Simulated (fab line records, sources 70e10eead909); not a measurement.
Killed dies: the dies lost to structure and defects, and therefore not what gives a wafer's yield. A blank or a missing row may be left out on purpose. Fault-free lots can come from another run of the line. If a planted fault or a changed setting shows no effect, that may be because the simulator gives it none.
fab line records || flow nand_harc || part 2 of 2: steps 27 to 41 of 41
record: {"lots": 5, "wafers": 15, "last_day": 24}
route steps=1159 shown A_STAIRCASE@643
lots with no fault: from the same line, run without faults
start_h: hours from the record's first day to the start of the lot's first wafer shown || wait_h: how many hours have passed since the lot's step before this one || " identical to the entry in the row above || L1.1+2: a single row standing in for several wafers || - either no value or no given start || * or withheld: withheld || < > ~ a bound
route shown NAME@n: NAME is a module with steps in the file, n the number in the route of the first one || usual: mean and standard deviation over wafers with no fault || same: alike in all rows || chamber/n: place in a boat || sites: per-site readings || _std_site: standard deviation of those values || _edge_site: the outer-site mean with the inner-site mean subtracted || radius_mm: how far each site lies from the wafer's centre || mask NAME#n: copy n || behind: the last tool/chamber to shape the wafer || hold: why the lot went on hold/how many hours it stayed there/how the hold came to an end || device: whichever transistor did not switch (one of n, p or np) || end of line: at the end of the route, the tests of the same wafers || where a step has no rows: the recipe by itself || killed: the dies lost at the first sort to structure and to defects; this is not the yield of the wafer || map: dies across one wafer; x = killed, . = not, _ = none there
set.NAME: the setting that was run; set.NAME@STEP: the one run at that earlier step || model.NAME: the simulator's own value behind a step, which no gauge read
lots at selected steps of the route; one table per step, one row per wafer
services: the hour from which a tool's chamber was out of use, counted from the record's first day as start_h (under 0 if before that day), plus the number of hours and why
== steps ==
step: NHARC_A_STAIRCASE_STRIP_296
recipe: {"time_s": 900, "temp_c": 130, "chemistry": "SPM"}
{"lot.wafer": "L077.4+1+6", "tool": "wet_bench-04", "chamber": "1,5,6", "start_h": 271.71, "wait_h": "-"}
{"lot.wafer": "L084.6+2+3", "tool": "wet_bench-05", "chamber": "5,7,0", "start_h": 312.11, "wait_h": "-"}
{"lot.wafer": "L087.5+1+6", "tool": "wet_bench-01", "chamber": "2,5,6", "start_h": 334.86, "wait_h": "-"}
{"lot.wafer": "L091.1+6+5", "tool": "wet_bench-05", "chamber": "2,4,5", "start_h": 352.02, "wait_h": "-"}
{"lot.wafer": "L096.1+2+5", "tool": "wet_bench-05", "chamber": "4,6,7", "start_h": 391.70, "wait_h": "-"}
step: NHARC_A_STAIRCASE_PRECLEAN_297
recipe: {"time_s": "*", "temp_c": 50, "bath_age_min": 0, "chemistry": "SC1"}
usual: {"sc1_h2o2_end_mol_l": "0.3698/0.00063"}
{"lot.wafer": "L077.4", "tool": "wet_bench-04", "chamber": 1, "start_h": "-", "wait_h": "-", "sc1_h2o2_end_mol_l": 0.3718}
{"lot.wafer": "L077.1", "tool": "wet_bench-04", "chamber": 5, "start_h": "-", "wait_h": "-", "sc1_h2o2_end_mol_l": 0.3703}
{"lot.wafer": "L077.6", "tool": "wet_bench-04", "chamber": 6, "start_h": "-", "wait_h": "-", "sc1_h2o2_end_mol_l": 0.3688}
{"lot.wafer": "L084.6", "tool": "wet_bench-05", "chamber": 5, "start_h": "-", "wait_h": "-", "sc1_h2o2_end_mol_l": 0.3706}
{"lot.wafer": "L084.2", "tool": "wet_bench-05", "chamber": 7, "start_h": "-", "wait_h": "-", "sc1_h2o2_end_mol_l": 0.3701}
{"lot.wafer": "L084.3", "tool": "wet_bench-05", "chamber": 0, "start_h": "-", "wait_h": "-", "sc1_h2o2_end_mol_l": 0.3697}
{"lot.wafer": "L087.5", "tool": "wet_bench-01", "chamber": 2, "start_h": "-", "wait_h": "-", "sc1_h2o2_end_mol_l": 0.3704}
{"lot.wafer": "L087.1", "tool": "wet_bench-01", "chamber": 5, "start_h": "-", "wait_h": "-", "sc1_h2o2_end_mol_l": 0.3699}
{"lot.wafer": "L087.6", "tool": "wet_bench-01", "chamber": 6, "start_h": "-", "wait_h": "-", "sc1_h2o2_end_mol_l": 0.3692}
{"lot.wafer": "L091.1", "tool": "wet_bench-05", "chamber": 2, "start_h": "-", "wait_h": "-", "sc1_h2o2_end_mol_l": 0.3700}
{"lot.wafer": "L091.6", "tool": "wet_bench-05", "chamber": 4, "start_h": "-", "wait_h": "-", "sc1_h2o2_end_mol_l": 0.3709}
{"lot.wafer": "L091.5", "tool": "wet_bench-05", "chamber": 5, "start_h": "-", "wait_h": "-", "sc1_h2o2_end_mol_l": 0.3694}
{"lot.wafer": "L096.1", "tool": "wet_bench-05", "chamber": 4, "start_h": "-", "wait_h": "-", "sc1_h2o2_end_mol_l": 0.3690}
{"lot.wafer": "L096.2", "tool": "wet_bench-05", "chamber": 6, "start_h": "-", "wait_h": "-", "sc1_h2o2_end_mol_l": 0.3697}
{"lot.wafer": "L096.5", "tool": "wet_bench-05", "chamber": 7, "start_h": "-", "wait_h": "-", "sc1_h2o2_end_mol_l": 0.3707}
step: NHARC_A_STAIRCASE_SRD_298
{"lot.wafer": "L077.4+1+6", "tool": "wet_bench-04", "chamber": "1,5,6", "start_h": "-", "wait_h": "-"}
{"lot.wafer": "L084.6+2+3", "tool": "wet_bench-05", "chamber": "5,7,0", "start_h": "-", "wait_h": "-"}
{"lot.wafer": "L087.5+1+6", "tool": "wet_bench-01", "chamber": "2,5,6", "start_h": "-", "wait_h": "-"}
{"lot.wafer": "L091.1+6+5", "tool": "wet_bench-05", "chamber": "2,4,5", "start_h": "-", "wait_h": "-"}
{"lot.wafer": "L096.1+2+5", "tool": "wet_bench-05", "chamber": "4,6,7", "start_h": "-", "wait_h": "-"}
step: NHARC_A_STAIRCASE_HM_DEP_462
recipe: {"target_thk_a": 8000, "temp_c": 400, "material": "aC"}
usual: {"throttle_valve_pct": "35.001/0.009"}
{"lot.wafer": "L077.1", "tool": "acl_dep-03", "chamber": 0, "start_h": 273.16, "wait_h": 1.0, "throttle_valve_pct": 34.988}
{"lot.wafer": "L077.4", "tool": "acl_dep-03", "chamber": 0, "start_h": 273.16, "wait_h": 1.0, "throttle_valve_pct": 34.999}
{"lot.wafer": "L077.6", "tool": "acl_dep-03", "chamber": 0, "start_h": 273.16, "wait_h": 1.0, "throttle_valve_pct": 35.003}
{"lot.wafer": "L084.2", "tool": "acl_dep-02", "chamber": 0, "start_h": 313.01, "wait_h": 0.5, "throttle_valve_pct": 35.017}
{"lot.wafer": "L084.3", "tool": "acl_dep-02", "chamber": 0, "start_h": 313.01, "wait_h": 0.5, "throttle_valve_pct": 35.010}
{"lot.wafer": "L084.6", "tool": "acl_dep-02", "chamber": 0, "start_h": 313.01, "wait_h": 0.5, "throttle_valve_pct": 35.005}
{"lot.wafer": "L087.1", "tool": "acl_dep-01", "chamber": 0, "start_h": 336.00, "wait_h": 0.7, "throttle_valve_pct": 34.994}
{"lot.wafer": "L087.5", "tool": "acl_dep-01", "chamber": 0, "start_h": 337.22, "wait_h": 1.9, "throttle_valve_pct": 34.989}
{"lot.wafer": "L087.6", "tool": "acl_dep-01", "chamber": 0, "start_h": 337.22, "wait_h": 1.9, "throttle_valve_pct": 35.012}
{"lot.wafer": "L091.1", "tool": "acl_dep-01", "chamber": 0, "start_h": 352.54, "wait_h": 0.1, "throttle_valve_pct": 34.997}
{"lot.wafer": "L091.5", "tool": "acl_dep-01", "chamber": 0, "start_h": 353.76, "wait_h": 1.3, "throttle_valve_pct": 35.010}
{"lot.wafer": "L091.6", "tool": "acl_dep-01", "chamber": 0, "start_h": 353.76, "wait_h": 1.3, "throttle_valve_pct": 35.016}
{"lot.wafer": "L096.1", "tool": "acl_dep-03", "chamber": 0, "start_h": 394.65, "wait_h": 2.5, "throttle_valve_pct": 35.003}
{"lot.wafer": "L096.2", "tool": "acl_dep-03", "chamber": 0, "start_h": 394.65, "wait_h": 2.5, "throttle_valve_pct": 35.005}
{"lot.wafer": "L096.5", "tool": "acl_dep-03", "chamber": 0, "start_h": 394.65, "wait_h": 2.5, "throttle_valve_pct": 34.978}
step: NHARC_A_STAIRCASE_DEP_301
recipe: {"target_thk_a": 300, "target_thk_nm": 30, "temp_c": 400, "pressure_torr": 3.5, "flow_sccm": 200, "rf_w": 350, "material": "SiON"}
usual: {"heater_power_w": "733/87"}
{"lot.wafer": "L077.1", "tool": "pecvd-02", "chamber": 2, "start_h": 275.05, "wait_h": 1.6, "heater_power_w": 793}
{"lot.wafer": "L077.6", "tool": "pecvd-02", "chamber": 0, "start_h": 275.05, "wait_h": 1.6, "heater_power_w": 658}
{"lot.wafer": "L077.4", "tool": "pecvd-02", "chamber": 1, "start_h": 275.05, "wait_h": 1.6, "heater_power_w": 560}
{"lot.wafer": "L084.3", "tool": "pecvd-02", "chamber": 0, "start_h": 314.57, "wait_h": 0.9, "heater_power_w": 676}
{"lot.wafer": "L084.2", "tool": "pecvd-02", "chamber": 2, "start_h": 314.57, "wait_h": 0.9, "heater_power_w": 826}
{"lot.wafer": "L084.6", "tool": "pecvd-02", "chamber": 0, "start_h": 314.57, "wait_h": 0.9, "heater_power_w": 673}
{"lot.wafer": "L087.1", "tool": "pecvd-01", "chamber": 2, "start_h": 337.94, "wait_h": 1.6, "heater_power_w": 736}
{"lot.wafer": "L087.6", "tool": "pecvd-01", "chamber": 0, "start_h": 337.94, "wait_h": 1.6, "heater_power_w": 651}
{"lot.wafer": "L087.5", "tool": "pecvd-01", "chamber": 1, "start_h": 337.94, "wait_h": 1.6, "heater_power_w": 878}
{"lot.wafer": "L091.1", "tool": "pecvd-03", "chamber": 0, "start_h": 354.43, "wait_h": 1.6, "heater_power_w": 663}
{"lot.wafer": "L091.6", "tool": "pecvd-03", "chamber": 2, "start_h": 354.43, "wait_h": 1.6, "heater_power_w": 753}
{"lot.wafer": "L091.5", "tool": "pecvd-03", "chamber": 1, "start_h": 354.43, "wait_h": 1.6, "heater_power_w": 765}
{"lot.wafer": "L096.2", "tool": "pecvd-02", "chamber": 1, "start_h": 396.70, "wait_h": 1.4, "heater_power_w": 585}
{"lot.wafer": "L096.1", "tool": "pecvd-02", "chamber": 2, "start_h": 396.70, "wait_h": 1.4, "heater_power_w": 879}
{"lot.wafer": "L096.5", "tool": "pecvd-02", "chamber": 0, "start_h": 396.70, "wait_h": 1.4, "heater_power_w": 684}
step: NHARC_A_STAIRCASE_DEHYDRATE_302
recipe: {"temp_c": 150, "time_s": 120}
{"lot.wafer": "L077.1+4+6", "tool": "litho_track-03", "chamber": 0, "start_h": 275.26, "wait_h": 0.2}
{"lot.wafer": "L084.2+3+6", "tool": "litho_track-02", "chamber": 0, "start_h": 314.85, "wait_h": 0.2}
{"lot.wafer": "L087.1+5+6", "tool": "litho_track-07", "chamber": 0, "start_h": 338.15, "wait_h": 0.2}
{"lot.wafer": "L091.1+5+6", "tool": "litho_track-07", "chamber": 0, "start_h": 354.67, "wait_h": 0.2}
{"lot.wafer": "L096.1+2+5", "tool": "litho_track-07", "chamber": 0, "start_h": 396.94, "wait_h": 0.2}
step: NHARC_A_STAIRCASE_HMDS_303
recipe: {"time_s": 30}
{"lot.wafer": "L077.1+4+6", "tool": "litho_track-03", "chamber": 0, "start_h": "-", "wait_h": "-"}
{"lot.wafer": "L084.2+3+6", "tool": "litho_track-02", "chamber": 0, "start_h": "-", "wait_h": "-"}
{"lot.wafer": "L087.1+5+6", "tool": "litho_track-07", "chamber": 0, "start_h": "-", "wait_h": "-"}
{"lot.wafer": "L091.1+5+6", "tool": "litho_track-07", "chamber": 0, "start_h": "-", "wait_h": "-"}
{"lot.wafer": "L096.1+2+5", "tool": "litho_track-07", "chamber": 0, "start_h": "-", "wait_h": "-"}
step: NHARC_A_STAIRCASE_COAT_304
recipe: {"spin_rpm": 1200}
{"lot.wafer": "L077.1+4+6", "tool": "litho_track-03", "chamber": 0, "start_h": "-", "wait_h": "-"}
{"lot.wafer": "L084.2+3+6", "tool": "litho_track-02", "chamber": 0, "start_h": "-", "wait_h": "-"}
{"lot.wafer": "L087.1+5+6", "tool": "litho_track-07", "chamber": 0, "start_h": "-", "wait_h": "-"}
{"lot.wafer": "L091.1+5+6", "tool": "litho_track-07", "chamber": 0, "start_h": "-", "wait_h": "-"}
{"lot.wafer": "L096.1+2+5", "tool": "litho_track-07", "chamber": 0, "start_h": "-", "wait_h": "-"}
step: NHARC_A_STAIRCASE_SOFTBAKE_305
recipe: {"temp_c": 135, "time_s": 170}
{"lot.wafer": "L077.1+4+6", "tool": "litho_track-03", "chamber": 0, "start_h": "-", "wait_h": "-"}
{"lot.wafer": "L084.2+3+6", "tool": "litho_track-02", "chamber": 0, "start_h": "-", "wait_h": "-"}
{"lot.wafer": "L087.1+5+6", "tool": "litho_track-07", "chamber": 0, "start_h": "-", "wait_h": "-"}
{"lot.wafer": "L091.1+5+6", "tool": "litho_track-07", "chamber": 0, "start_h": "-", "wait_h": "-"}
{"lot.wafer": "L096.1+2+5", "tool": "litho_track-07", "chamber": 0, "start_h": "-", "wait_h": "-"}
step: NHARC_A_STAIRCASE_EBR_306
{"lot.wafer": "L077.1+4+6", "tool": "litho_track-03", "chamber": 0, "start_h": "-", "wait_h": "-"}
{"lot.wafer": "L084.2+3+6", "tool": "litho_track-02", "chamber": 0, "start_h": "-", "wait_h": "-"}
{"lot.wafer": "L087.1+5+6", "tool": "litho_track-07", "chamber": 0, "start_h": "-", "wait_h": "-"}
{"lot.wafer": "L091.1+5+6", "tool": "litho_track-07", "chamber": 0, "start_h": "-", "wait_h": "-"}
{"lot.wafer": "L096.1+2+5", "tool": "litho_track-07", "chamber": 0, "start_h": "-", "wait_h": "-"}
step: NHARC_A_STAIRCASE_EXPOSE_307
recipe: {"na": 0.5, "dose_mj": 45.72, "mask_id": "CHOP_50"}
{"lot.wafer": "L077.1+4+6", "tool": "krf_scanner-03", "chamber": 0, "start_h": 275.47, "wait_h": "-", "mask": "CHOP_50#0"}
{"lot.wafer": "L084.2+3+6", "tool": "krf_scanner-03", "chamber": 0, "start_h": 315.26, "wait_h": "-", "mask": "CHOP_50#0"}
{"lot.wafer": "L087.1+5+6", "tool": "krf_scanner-02", "chamber": 0, "start_h": 338.48, "wait_h": "-", "mask": "CHOP_50#0"}
{"lot.wafer": "L091.1+5+6", "tool": "krf_scanner-03", "chamber": 0, "start_h": 355.00, "wait_h": "-", "mask": "CHOP_50#0"}
{"lot.wafer": "L096.1+2+5", "tool": "krf_scanner-01", "chamber": 0, "start_h": 397.28, "wait_h": "-", "mask": "CHOP_50#0"}
step: NHARC_A_STAIRCASE_PEB_308
recipe: {"peb_temp_c": 115, "peb_time_s": 130}
{"lot.wafer": "L077.1+4+6", "tool": "litho_track-03", "chamber": 0, "start_h": 275.53, "wait_h": 0.1}
{"lot.wafer": "L084.2+3+6", "tool": "litho_track-07", "chamber": 0, "start_h": 315.32, "wait_h": 0.1}
{"lot.wafer": "L087.1+5+6", "tool": "litho_track-02", "chamber": 0, "start_h": 338.55, "wait_h": 0.1}
{"lot.wafer": "L091.1+5+6", "tool": "litho_track-07", "chamber": 0, "start_h": 355.07, "wait_h": 0.1}
{"lot.wafer": "L096.1+2+5", "tool": "litho_track-02", "chamber": 0, "start_h": 397.34, "wait_h": 0.1}
step: NHARC_A_STAIRCASE_DEVELOP_309
recipe: {"time_s": 140}
{"lot.wafer": "L077.1+4+6", "tool": "litho_track-03", "chamber": 0, "start_h": "-", "wait_h": "-"}
{"lot.wafer": "L084.2+3+6", "tool": "litho_track-07", "chamber": 0, "start_h": "-", "wait_h": "-"}
{"lot.wafer": "L087.1+5+6", "tool": "litho_track-02", "chamber": 0, "start_h": "-", "wait_h": "-"}
{"lot.wafer": "L091.1+5+6", "tool": "litho_track-07", "chamber": 0, "start_h": "-", "wait_h": "-"}
{"lot.wafer": "L096.1+2+5", "tool": "litho_track-02", "chamber": 0, "start_h": "-", "wait_h": "-"}
step: NHARC_A_STAIRCASE_HARDBAKE_311
recipe: {"temp_c": 120, "time_s": 140}
{"lot.wafer": "L077.1+4+6", "tool": "litho_track-02", "chamber": 0, "start_h": 275.75, "wait_h": "-"}
{"lot.wafer": "L084.2+3+6", "tool": "litho_track-03", "chamber": 0, "start_h": 315.54, "wait_h": "-"}
{"lot.wafer": "L087.1+5+6", "tool": "litho_track-02", "chamber": 0, "start_h": 338.77, "wait_h": "-"}
{"lot.wafer": "L091.1+5+6", "tool": "litho_track-02", "chamber": 0, "start_h": 355.29, "wait_h": "-"}
{"lot.wafer": "L096.1+2+5", "tool": "litho_track-02", "chamber": 0, "start_h": 397.56, "wait_h": "-"}
step: NHARC_A_STAIRCASE_DESCUM_312
recipe: {"time_s": 3, "o2_flow_sccm": 200, "ar_flow_sccm": 0, "bias_power_w": 0, "chemistry": "O2"}
usual: {"drypump_motor_current_A": "5.65/0.26", "oes_product_au": "0.998/0.012", "rf_vpp_V": "57.8/0.84", "showerhead_plenum_p_Torr": "1.91/0.095", "throttle_valve_pct": "11.311/0.0091"}
{"lot.wafer": "L077.1", "tool": "rie_diel-05", "chamber": 1, "start_h": 275.86, "wait_h": "-", "drypump_motor_current_A": 5.44, "oes_product_au": 1.012, "rf_hours_counter_h": 36, "rf_vpp_V": 57.6, "showerhead_plenum_p_Torr": 1.89, "throttle_valve_pct": 11.317}
{"lot.wafer": "L077.4", "tool": "rie_diel-05", "chamber": 3, "start_h": 275.86, "wait_h": "-", "drypump_motor_current_A": 5.41, "oes_product_au": 0.994, "rf_hours_counter_h": 36, "rf_vpp_V": 59.1, "showerhead_plenum_p_Torr": 2.06, "throttle_valve_pct": 11.300}
{"lot.wafer": "L077.6", "tool": "rie_diel-05", "chamber": 1, "start_h": 275.86, "wait_h": "-", "drypump_motor_current_A": 5.42, "oes_product_au": 1.018, "rf_hours_counter_h": "-", "rf_vpp_V": 56.7, "showerhead_plenum_p_Torr": 1.89, "throttle_valve_pct": 11.312}
{"lot.wafer": "L084.3", "tool": "rie_diel-05", "chamber": 0, "start_h": 315.63, "wait_h": "-", "drypump_motor_current_A": 5.62, "oes_product_au": 0.986, "rf_hours_counter_h": 49, "rf_vpp_V": 57.5, "showerhead_plenum_p_Torr": 1.81, "throttle_valve_pct": 11.306}
{"lot.wafer": "L084.2", "tool": "rie_diel-05", "chamber": 1, "start_h": 315.63, "wait_h": "-", "drypump_motor_current_A": 5.45, "oes_product_au": 1.007, "rf_hours_counter_h": 50, "rf_vpp_V": 58.2, "showerhead_plenum_p_Torr": 1.88, "throttle_valve_pct": 11.309}
{"lot.wafer": "L084.6", "tool": "rie_diel-05", "chamber": 0, "start_h": 315.63, "wait_h": "-", "drypump_motor_current_A": 5.67, "oes_product_au": 0.975, "rf_hours_counter_h": "-", "rf_vpp_V": 58.1, "showerhead_plenum_p_Torr": 1.81, "throttle_valve_pct": 11.298}
{"lot.wafer": "L087.1", "tool": "rie_diel-06", "chamber": 2, "start_h": 338.87, "wait_h": "-", "drypump_motor_current_A": 6.04, "oes_product_au": 0.976, "rf_hours_counter_h": 33, "rf_vpp_V": 56.7, "showerhead_plenum_p_Torr": 1.83, "throttle_valve_pct": 11.295}
{"lot.wafer": "L087.6", "tool": "rie_diel-06", "chamber": 1, "start_h": 338.87, "wait_h": "-", "drypump_motor_current_A": 6.06, "oes_product_au": 0.977, "rf_hours_counter_h": "-", "rf_vpp_V": 58.0, "showerhead_plenum_p_Torr": 1.91, "throttle_valve_pct": 11.322}
{"lot.wafer": "L087.5", "tool": "rie_diel-06", "chamber": 2, "start_h": 338.87, "wait_h": "-", "drypump_motor_current_A": 6.02, "oes_product_au": 0.980, "rf_hours_counter_h": "-", "rf_vpp_V": 57.6, "showerhead_plenum_p_Torr": 1.83, "throttle_valve_pct": 11.315}
{"lot.wafer": "L091.1", "tool": "rie_diel-04", "chamber": 3, "start_h": 355.40, "wait_h": "-", "drypump_motor_current_A": 5.23, "oes_product_au": 1.008, "rf_hours_counter_h": 22, "rf_vpp_V": 57.9, "showerhead_plenum_p_Torr": 1.82, "throttle_valve_pct": 11.323}
{"lot.wafer": "L091.6", "tool": "rie_diel-04", "chamber": 1, "start_h": 355.40, "wait_h": "-", "drypump_motor_current_A": 5.80, "oes_product_au": 1.016, "rf_hours_counter_h": "-", "rf_vpp_V": 57.2, "showerhead_plenum_p_Torr": 2.05, "throttle_valve_pct": 11.298}
{"lot.wafer": "L091.5", "tool": "rie_diel-04", "chamber": 2, "start_h": 355.40, "wait_h": "-", "drypump_motor_current_A": 5.52, "oes_product_au": 0.986, "rf_hours_counter_h": "-", "rf_vpp_V": 57.1, "showerhead_plenum_p_Torr": 1.87, "throttle_valve_pct": 11.316}
{"lot.wafer": "L096.2", "tool": "rie_diel-04", "chamber": 3, "start_h": 397.65, "wait_h": "-", "drypump_motor_current_A": 5.23, "oes_product_au": 1.005, "rf_hours_counter_h": 38, "rf_vpp_V": 57.3, "showerhead_plenum_p_Torr": 1.82, "throttle_valve_pct": 11.300}
{"lot.wafer": "L096.1", "tool": "rie_diel-04", "chamber": 0, "start_h": 397.65, "wait_h": "-", "drypump_motor_current_A": 6.00, "oes_product_au": 1.007, "rf_hours_counter_h": 37, "rf_vpp_V": 56.9, "showerhead_plenum_p_Torr": 1.85, "throttle_valve_pct": 11.304}
{"lot.wafer": "L096.5", "tool": "rie_diel-04", "chamber": 3, "start_h": 397.65, "wait_h": "-", "drypump_motor_current_A": 5.23, "oes_product_au": 1.010, "rf_hours_counter_h": "-", "rf_vpp_V": 57.8, "showerhead_plenum_p_Torr": 1.82, "throttle_valve_pct": 11.311}
== services ==
{"tool": "krf_scanner-01", "chamber": "-", "start_h": 256.00, "hours": 4.0, "kind": "pm"}
{"tool": "krf_scanner-01", "chamber": "-", "start_h": 274.97, "hours": 0.2, "kind": "repair"}
{"tool": "plasma_asher-01", "chamber": "-", "start_h": 276.39, "hours": 9.0, "kind": "pm"}
{"tool": "rie_diel-05", "chamber": 3, "start_h": 286.36, "hours": 12.1, "kind": "repair"}
{"tool": "krf_scanner-01", "chamber": "-", "start_h": 287.15, "hours": 3.5, "kind": "repair"}
{"tool": "rie_diel-04", "chamber": "-", "start_h": 288.99, "hours": 9.0, "kind": "pm"}
{"tool": "krf_scanner-02", "chamber": "-", "start_h": 290.66, "hours": 35.6, "kind": "repair"}
{"tool": "pecvd-03", "chamber": "-", "start_h": 292.00, "hours": 13.0, "kind": "pm"}
{"tool": "acl_dep-01", "chamber": "-", "start_h": 293.02, "hours": 13.0, "kind": "pm"}
{"tool": "wet_bench-04", "chamber": "-", "start_h": 307.33, "hours": 2.0, "kind": "repair"}
{"tool": "krf_scanner-01", "chamber": "-", "start_h": 313.60, "hours": 19.6, "kind": "repair"}
{"tool": "plasma_asher-01", "chamber": "-", "start_h": 324.53, "hours": 5.4, "kind": "repair"}
{"tool": "pecvd-02", "chamber": "-", "start_h": 334.00, "hours": 13.0, "kind": "pm"}
{"tool": "wet_bench-04", "chamber": "-", "start_h": 339.20, "hours": 8.0, "kind": "pm"}
{"tool": "litho_track-02", "chamber": "-", "start_h": 340.00, "hours": 7.0, "kind": "pm"}
{"tool": "krf_scanner-03", "chamber": "-", "start_h": 340.03, "hours": 4.0, "kind": "pm"}
{"tool": "rie_diel-05", "chamber": "-", "start_h": 348.55, "hours": 9.0, "kind": "pm"}
{"tool": "wet_bench-04", "chamber": "-", "start_h": 350.28, "hours": 26.1, "kind": "repair"}
{"tool": "litho_track-07", "chamber": "-", "start_h": 364.00, "hours": 7.0, "kind": "pm"}
{"tool": "wet_bench-05", "chamber": "-", "start_h": 372.80, "hours": 8.0, "kind": "pm"}
{"tool": "krf_scanner-02", "chamber": "-", "start_h": 382.00, "hours": 4.0, "kind": "pm"}
{"tool": "plasma_asher-01", "chamber": "-", "start_h": 382.48, "hours": 1.3, "kind": "repair"}
{"tool": "litho_track-03", "chamber": "-", "start_h": 388.00, "hours": 7.0, "kind": "pm"}
{"tool": "wet_bench-01", "chamber": "-", "start_h": 389.60, "hours": 8.0, "kind": "pm"}
